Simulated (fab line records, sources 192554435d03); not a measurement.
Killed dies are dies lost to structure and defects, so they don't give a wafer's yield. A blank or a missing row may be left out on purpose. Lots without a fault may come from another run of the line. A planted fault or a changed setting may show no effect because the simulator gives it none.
fab line records | flow n5_finfet | part 1 of 2: steps 1 to 4 of 6
record lots=19 wafers=57 last_day=18
route steps=1938 shown BEOL_M4@1034
lots that met no fault: from a run of the same line without faults
start_h: hours from the record's first day to the start of the lot's first wafer shown | wait_h: hours since the lot's step before | " the same as in the row above | L1.1+2: a row that stands for several wafers | - no value, or no start given | * or withheld: withheld | < > ~ a bound
route shown NAME@n: a module of which the file shows steps, and the number in the route of the first | usual: mean/standard deviation of fault-free wafers | same: alike in all rows | chamber/n: place in a boat | sites: the reading at each site | _std_site: their standard deviation | _edge_site: outer sites' mean less inner sites' | radius_mm: how far each site lies from the wafer's centre | mask NAME#n: copy n | behind: the tool/chamber that last shaped the wafer | hold: why the lot was held/for how many hours/how that ended | device: the transistor (n, p or np) that didn't switch | end of line: the same wafers' tests at the end of the route | a step without rows: its recipe alone | killed: dies lost to structure and defects at the first sort, not the wafer's yield | map: a wafer's dies, x killed, . not, _ none there
set.NAME: the setting as run; set.NAME@STEP: as run at that earlier step | model.NAME: the simulator's own value behind a step, which no gauge read
steps of the route over a sample of lots; a table a step, a row a wafer
services: from which hour (start_h, from the record's first day; less than 0 if before it) a tool's chamber was out of use, for how many hours, and why
## steps
# step N5_BEOL_M4_CD_MEAS_11
# recipe target_cd_nm=16.79 landing_energy_ev=500 detector=se_inlens polarity=opening
# usual cd_nm=16.81/0.26
# columns lot.wafer tool chamber start_h wait_h cd_nm
L074.2 cd_sem-02 0 164.29 - 16.60
L074.3 " 0 " " 16.48
L074.6 " 0 " " 16.73
L075.1 cd_sem-03 0 165.24 - 16.74
L075.3 " 0 " " 16.13
L075.5 " 0 " " 16.62
L076.2 cd_sem-03 0 171.37 - 16.28
L076.3 " 0 " " 16.53
L076.5 " 0 " " 16.70
L077.3 cd_sem-03 0 180.99 - 16.82
L077.5 " 0 " " 16.90
L077.6 " 0 " " 16.87
L078.2 cd_sem-01 0 183.95 - 16.37
L078.4 " 0 " " 16.55
L078.6 " 0 " " 16.40
L079.2 cd_sem-01 0 193.63 - 17.05
L079.3 " 0 " " 16.81
L079.6 " 0 " " 17.17
L080.1 cd_sem-02 0 194.09 - 16.64
L080.3 " 0 " " 16.79
L080.5 " 0 " " 16.91
L081.1 cd_sem-02 0 200.54 - 16.75
L081.3 " 0 " " 16.68
L081.6 " 0 " " 17.03
L083.3 cd_sem-03 0 209.66 - 16.78
L083.4 " 0 " " 16.68
L083.5 " 0 " " 16.29
L082.2 cd_sem-01 0 219.61 - 17.00
L082.3 " 0 " " 16.45
L082.5 " 0 " " 16.74
L086.1 cd_sem-02 0 235.75 - 17.27
L086.4 " 0 " " 16.89
L086.6 " 0 " " 16.48
L088.2 cd_sem-03 0 247.72 - 17.06
L088.5 " 0 " " 16.73
L088.6 " 0 " " 16.94
L089.4 cd_sem-01 0 248.36 - 17.18
L089.5 " 0 " " 16.57
L089.6 " 0 " " 16.68
L090.1 cd_sem-01 0 253.93 - 16.76
L090.2 " 0 " " 16.80
L090.6 " 0 " " 16.99
L091.1 cd_sem-02 0 259.13 - 16.88
L091.3 " 0 " " 16.73
L091.5 " 0 " " 16.73
L092.1 cd_sem-01 0 275.08 - 16.79
L092.2 " 0 " " 16.91
L092.6 " 0 " " 17.54
L094.1 cd_sem-01 0 284.74 - 16.73
L094.5 " 0 " " 16.85
L094.6 " 0 " " 17.24
L096.2 cd_sem-03 0 298.96 - 17.00
L096.3 " 0 " " 17.21
L096.5 " 0 " " 17.33
L097.1 cd_sem-01 0 309.96 - 16.80
L097.3 " 0 " " 17.11
L097.5 " 0 " " 17.02
# step N5_BEOL_M4_INSPECT_13
# recipe mode=adi inspect_instrument=brightfield
# usual raw_defect_count=414/92
# columns lot.wafer tool chamber start_h wait_h raw_defect_count
L074.2 defect_inspect-02 - 164.38 0.0 423
L074.3 " - " " 414
L074.6 " - " " 367
L075.1 defect_inspect-02 - 165.33 0.1 419
L075.3 " - " " 442
L075.5 " - " " 388
L076.2 defect_inspect-02 - 171.45 0.0 535
L076.3 " - " " 579
L076.5 " - " " 490
L077.3 defect_inspect-01 - 181.08 0.0 395
L077.5 " - " " 392
L077.6 " - " " 312
L078.2 defect_inspect-01 - 184.11 0.1 394
L078.4 " - " " 511
L078.6 " - " " 589
L079.2 defect_inspect-02 - 193.72 0.0 551
L079.3 " - " " 579
L079.6 " - " " 554
L080.1 defect_inspect-01 - 194.18 0.1 390
L080.3 " - " " 355
L080.5 " - " " 273
L081.1 defect_inspect-02 - 200.62 0.1 398
L081.3 " - " " 399
L081.6 " - " " 347
L083.3 defect_inspect-02 - 209.75 0.0 299
L083.4 " - " " 452
L083.5 " - " " 346
L082.2 defect_inspect-02 - 219.70 0.0 529
L082.3 " - " " 478
L082.5 " - " " 615
L086.1 defect_inspect-01 - 235.83 0.1 420
L086.4 " - " " 388
L086.6 " - " " 370
L088.2 defect_inspect-01 - 247.81 0.0 369
L088.5 " - " " 314
L088.6 " - " " 392
L089.4 defect_inspect-01 - 248.45 0.0 281
L089.5 " - " " 381
L089.6 " - " " 539
L090.1 defect_inspect-02 - 254.02 0.1 514
L090.2 " - " " 392
L090.6 " - " " 294
L091.1 defect_inspect-01 - 259.22 0.1 418
L091.3 " - " " 295
L091.5 " - " " 349
L092.1 defect_inspect-01 - 275.17 0.1 340
L092.2 " - " " 306
L092.6 " - " " 398
L094.1 defect_inspect-01 - 284.83 0.1 489
L094.5 " - " " 333
L094.6 " - " " 305
L096.2 defect_inspect-01 - 299.05 0.0 443
L096.3 " - " " 475
L096.5 " - " " 442
L097.1 defect_inspect-01 - 310.05 0.1 392
L097.3 " - " " 420
L097.5 " - " " 422
# step N5_BEOL_M4_ETCH_64
# recipe chemistry=N2/H2 target=SOC target_depth_a=750 overetch_a=225 mask_material=SiARC temp_c=40 time_s=121.9 ion_energy_ev=200 pressure_mtorr=30 source_w=840 bias_w=150 n2_flow_sccm=200 h2_flow_sccm=200
# usual chamber_pressure_mTorr=29.998/0.029 drypump_motor_current_A=5.9/0.39 oes_product_au=0.59/0.068 rf_fwd_power_W=837.0/2.8 rf_vpp_V=523.2/2.7 showerhead_plenum_p_Torr=2.51/0.099 throttle_valve_pct=17.80/0.2
# columns lot.wafer tool chamber start_h wait_h chamber_pressure_mTorr drypump_motor_current_A oes_product_au rf_fwd_power_W rf_hours_counter_h rf_vpp_V showerhead_plenum_p_Torr throttle_valve_pct
L074.2 rie_diel-03 1 164.60 0.0 30.002 6.4 0.59 841.2 115 523.7 2.54 17.70
L074.3 " 3 " " 30.019 6.0 0.55 839.4 190 524.0 2.54 17.67
L074.6 " 2 " " 30.001 5.5 0.51 841.1 - 522.8 2.49 17.81
L075.1 rie_diel-05 2 165.44 0.0 29.945 5.5 0.71 835.7 14 523.5 2.49 17.39
L075.3 " 0 " " 29.979 5.7 0.54 839.5 217 526.1 2.61 17.69
L075.5 " 0 " " 30.032 5.8 0.54 838.6 - 525.3 2.61 17.70
L076.2 rie_diel-05 1 171.78 0.0 29.991 5.1 0.53 836.7 220 525.8 2.62 18.01
L076.3 " 3 " " 30.020 6.5 0.54 836.6 203 526.3 2.64 18.22
L076.5 " 1 " " 30.026 5.2 0.53 836.1 - 526.3 2.62 18.00
L077.3 rie_diel-03 1 181.19 0.0 29.988 6.4 0.59 841.5 120 526.5 2.54 17.71
L077.5 " 2 " " 29.987 5.5 0.51 839.8 - 522.8 2.49 17.85
L077.6 " 3 " " 29.981 5.9 0.55 842.1 - 524.8 2.54 17.67
L078.2 rie_diel-02 0 184.22 0.0 29.997 6.3 0.57 840.5 147 516.6 2.34 17.91
L078.4 " 1 " " 29.984 5.4 0.55 835.8 183 525.9 2.65 17.79
L078.6 " 2 " " 30.004 5.8 0.53 833.5 - 521.3 2.49 18.05
L079.2 rie_diel-05 2 194.04 0.0 29.996 5.5 0.69 839.6 23 523.2 2.48 17.39
L079.3 " 3 " " 30.009 6.5 0.53 839.7 210 525.3 2.64 18.23
L079.6 " 3 " " 29.978 6.5 0.54 842.3 - 525.9 2.64 18.23
L080.1 rie_diel-02 3 194.29 0.0 30.025 5.9 0.64 835.5 53 521.9 2.46 17.76
L080.3 " 0 " " 29.955 6.4 0.57 836.1 152 517.8 2.34 17.89
L080.5 " 0 " " 29.986 6.4 0.56 837.3 - 518.7 2.34 17.90
L081.1 rie_diel-02 3 201.16 0.0 29.993 6.0 0.64 840.2 56 520.2 2.46 17.75
L081.3 " 1 " " 29.984 5.4 0.55 834.4 191 525.2 2.65 17.84
L081.6 " 1 " " 30.001 5.4 0.55 833.4 - 527.4 2.65 17.82
L083.3 rie_diel-03 0 209.86 0.0 30.004 6.3 0.50 834.6 249 522.0 2.50 17.98
L083.4 " 3 " " 29.949 5.9 0.54 836.0 - 524.7 2.54 17.69
L083.5 " 1 " " 30.015 6.4 0.58 834.1 - 523.9 2.54 17.74
L082.2 rie_diel-05 1 219.81 0.0 30.043 5.2 0.54 838.0 230 526.8 2.61 18.02
L082.3 " 3 " " 30.021 6.5 0.52 837.6 218 525.2 2.63 18.25
L082.5 " 3 " " 29.982 6.5 0.53 831.8 - 527.4 2.63 18.25
L086.1 rie_diel-05 0 235.95 0.0 29.989 5.8 0.53 837.8 241 525.0 2.60 17.74
L086.4 " 3 " " 29.966 6.5 0.52 835.8 223 526.3 2.63 18.25
L086.6 " 0 " " 29.958 5.8 0.53 835.9 - 525.5 2.60 17.75
L088.2 rie_diel-02 1 248.52 0.0 29.997 5.4 0.54 833.4 210 526.2 2.64 17.86
L088.5 " 2 " " 30.041 5.8 0.69 833.9 - 522.0 2.48 17.65
L088.6 " 1 " " 29.951 5.4 0.54 833.9 - 527.2 2.64 17.85
L089.4 rie_diel-02 3 248.76 0.0 30.010 5.9 0.62 834.5 73 521.0 2.45 17.78
L089.5 " 2 " " 29.972 5.8 0.69 833.1 - 522.8 2.48 17.65
L089.6 " 1 " " 30.013 5.5 0.55 834.4 - 526.5 2.64 17.84
L090.1 rie_diel-02 2 254.34 0.0 30.009 5.8 0.69 832.5 17 521.7 2.48 17.64
L090.2 " 0 " " 29.951 6.4 0.55 840.4 174 518.5 2.33 17.96
L090.6 " 1 " " 29.989 5.4 0.54 835.4 - 526.4 2.64 17.85
L091.1 rie_diel-02 3 259.53 0.0 30.024 5.9 0.62 838.1 77 521.5 2.45 17.79
L091.3 " 0 " " 29.994 6.3 0.55 838.6 176 518.5 2.33 17.96
L091.5 " 0 " " 29.989 6.4 0.56 837.7 - 518.2 2.33 17.95
L092.1 rie_diel-02 2 275.28 0.0 29.986 5.8 0.67 837.7 25 522.6 2.47 17.65
L092.2 " 3 " " 29.965 6.0 0.61 840.4 82 522.3 2.45 17.79
L092.6 " 2 " " 29.945 5.8 0.68 836.0 - 523.1 2.47 17.65
L094.1 rie_diel-03 1 284.94 0.0 30.003 6.3 0.56 838.3 158 522.8 2.53 17.78
L094.5 " 1 " " 29.965 6.4 0.56 835.8 - 522.8 2.53 17.77
L094.6 " 0 " " 29.987 6.3 0.72 839.5 - 523.2 2.49 17.55
L096.2 rie_diel-02 2 299.16 0.0 29.974 5.8 0.66 837.1 35 522.1 2.47 17.69
L096.3 " 1 " " 30.040 5.4 0.54 837.0 228 526.1 2.63 17.86
L096.5 " 2 " " 29.890 5.8 0.66 832.7 - 523.6 2.47 17.66
L097.1 rie_diel-02 2 310.32 0.0 30.047 5.8 0.65 837.3 39 521.9 2.47 17.68
L097.3 " 3 " " 29.995 5.9 0.60 837.9 96 521.6 2.44 17.82
L097.5 " 0 " " 30.032 6.3 0.55 837.1 - 519.4 2.32 17.96
# step N5_BEOL_M4_ETCH_77
# recipe chemistry=N2/H2 target=underlayer target_depth_a=65 mask_material=CAR-EUV time_s=5.2 ion_energy_ev=200 pressure_mtorr=30 source_w=840 bias_w=150 n2_flow_sccm=200 h2_flow_sccm=200 ends=cleared
# usual chamber_pressure_mTorr=30.00/0.04 drypump_motor_current_A=5.9/0.42 etch_rf_on_time_s=5.15/0.12 oes_product_au=0.66/0.086 rf_fwd_power_W=819.5/2.6 rf_vpp_V=523.2/2.9 showerhead_plenum_p_Torr=2.52/0.1 throttle_valve_pct=17.84/0.24
# columns lot.wafer tool chamber start_h wait_h chamber_pressure_mTorr drypump_motor_current_A etch_rf_on_time_s oes_product_au rf_fwd_power_W rf_hours_counter_h rf_vpp_V showerhead_plenum_p_Torr throttle_valve_pct
L074.2 rie_diel-02 0 165.59 0.0 30.06 6.3 5.06 0.66 817.5 141 518.5 2.34 17.94
L074.3 " 1 " " 30.02 5.4 5.27 0.63 819.8 178 526.1 2.65 17.81
L074.6 " 0 " " 30.04 6.4 5.10 0.65 820.7 - 518.6 2.34 17.95
L075.1 rie_diel-02 0 166.40 0.0 29.96 6.4 5.08 0.65 819.1 142 519.2 2.34 17.96
L075.3 " 2 " " 30.02 5.8 5.24 0.59 820.0 243 523.3 2.49 18.11
L075.5 " 2 " " 30.01 5.8 5.31 0.58 819.5 - 522.1 2.49 18.10
L076.2 rie_diel-02 1 172.62 0.0 29.97 5.4 5.35 0.62 817.6 181 526.5 2.65 17.83
L076.3 " 0 " " 29.91 6.3 5.17 0.65 815.6 144 516.3 2.34 17.91
L076.5 " 1 " " 30.01 5.4 5.35 0.62 819.4 - 525.4 2.65 17.85
L077.3 rie_diel-02 3 182.15 0.0 30.00 6.0 5.18 0.72 819.2 48 524.2 2.46 17.80
L077.5 " 3 " " 30.00 5.9 5.12 0.72 817.9 - 521.5 2.46 17.81
L077.6 " 2 " " 30.00 5.8 5.28 0.58 817.3 - 522.6 2.49 18.09
L078.2 rie_diel-02 2 185.28 0.0 29.98 5.8 5.24 0.59 821.8 249 522.5 2.49 18.09
L078.4 " 0 " " 30.01 6.4 5.13 0.64 817.8 147 518.5 2.34 17.96
L078.6 " 3 " " 30.01 6.0 5.13 0.72 820.3 - 525.7 2.46 17.81
L079.2 rie_diel-02 1 194.87 0.0 29.99 5.4 5.36 0.61 816.4 189 527.8 2.65 17.85
L079.3 " 0 " " 29.99 6.3 5.15 0.64 819.1 152 517.0 2.34 17.93
L079.6 " 1 " " 30.02 5.4 5.35 0.61 818.1 - 528.6 2.65 17.85
L080.1 rie_diel-02 0 195.13 0.0 30.03 6.3 5.14 0.63 817.6 152 518.1 2.34 17.94
L080.3 " 3 " " 29.94 6.0 5.17 0.72 820.5 53 521.7 2.46 17.82
L080.5 " 3 " " 29.99 6.0 5.21 0.72 817.9 - 522.8 2.46 17.81
L081.1 rie_diel-03 0 202.40 0.0 30.03 6.3 5.27 0.57 820.9 246 524.4 2.50 17.98
L081.3 " 3 " " 30.02 5.9 5.08 0.61 823.3 203 522.1 2.54 17.74
L081.6 " 2 " " 29.96 5.5 5.01 0.57 816.8 - 523.1 2.48 17.87
L083.3 rie_diel-05 0 210.92 0.0 29.99 5.7 5.20 0.59 820.5 232 524.0 2.61 17.78
L083.4 " 1 " " 29.93 5.2 5.07 0.60 821.3 227 526.8 2.61 18.02
L083.5 " 2 " " 30.00 5.5 5.19 0.75 824.8 - 522.9 2.48 17.42
L082.2 rie_diel-03 0 220.88 0.0 30.02 6.3 5.31 0.56 820.2 254 524.2 2.50 18.02
L082.3 " 3 " " 30.03 5.9 5.11 0.60 821.9 211 522.8 2.53 17.74
L082.5 " 3 " " 30.02 6.0 5.08 0.60 818.7 - 524.9 2.53 17.72
L086.1 rie_diel-02 0 236.83 0.0 30.01 6.4 5.11 0.63 818.4 168 519.7 2.33 17.95
L086.4 " 1 " " 29.97 5.4 5.25 0.61 818.8 207 524.3 2.64 17.90
L086.6 " 3 " " 30.00 6.0 5.12 0.71 816.8 - 520.4 2.46 17.82
L088.2 rie_diel-03 1 249.56 0.0 29.95 6.3 5.24 0.65 821.5 147 523.0 2.53 17.80
L088.5 " 3 " " 30.09 5.9 5.03 0.60 820.9 - 524.6 2.53 17.76
L088.6 " 0 " " 30.06 6.3 5.04 0.87 822.2 - 523.4 2.50 17.57
L089.4 rie_diel-05 0 249.79 0.0 29.95 5.8 5.24 0.58 822.8 246 525.3 2.60 17.78
L089.5 " 0 " " 30.02 5.7 5.23 0.59 822.0 - 525.1 2.60 17.79
L089.6 " 1 " " 29.98 5.1 5.17 0.59 820.0 - 525.3 2.61 18.08
L090.1 rie_diel-03 2 255.31 0.0 29.96 5.5 4.97 0.82 816.5 14 520.5 2.48 17.44
L090.2 " 0 " " 29.95 6.3 5.07 0.86 817.8 4 522.0 2.50 17.57
L090.6 " 2 " " 30.00 5.5 4.99 0.83 819.3 - 522.8 2.48 17.45
L091.1 rie_diel-05 2 260.36 0.0 30.01 5.5 5.26 0.73 819.3 47 521.5 2.47 17.46
L091.3 " 3 " " 29.94 6.5 5.07 0.59 819.8 232 523.8 2.63 18.31
L091.5 " 3 " " 30.03 6.5 5.08 0.59 821.4 - 524.5 2.63 18.29
L092.1 rie_diel-05 1 276.18 0.0 30.00 5.1 5.16 0.57 821.3 252 526.8 2.60 18.10
L092.2 " 3 " " 30.06 6.5 5.10 0.59 824.2 238 523.3 2.62 18.31
L092.6 " 1 " " 30.00 5.1 5.08 0.57 821.2 - 526.9 2.60 18.12
L094.1 rie_diel-05 3 285.77 0.0 30.01 6.5 5.05 0.58 823.3 243 526.3 2.62 18.35
L094.5 " 0 " " 30.02 5.8 5.03 0.86 821.2 - 524.8 2.60 17.33
L094.6 " 2 " " 30.07 5.5 5.20 0.72 815.6 - 524.0 2.47 17.50
L096.2 rie_diel-02 0 300.19 0.0 30.02 6.3 5.11 0.62 820.6 188 518.9 2.32 18.00
L096.3 " 3 " " 29.99 6.0 5.18 0.67 821.2 92 523.6 2.44 17.87
L096.5 " 1 " " 29.98 5.4 5.40 0.58 816.1 - 526.7 2.63 17.91
L097.1 rie_diel-05 1 311.35 0.0 30.05 5.1 4.88 0.85 825.7 7 526.0 2.60 17.72
L097.3 " 2 " " 29.98 5.5 5.19 0.72 820.1 68 521.9 2.46 17.51
L097.5 " 1 " " 30.11 5.2 4.93 0.84 820.6 - 525.3 2.60 17.76
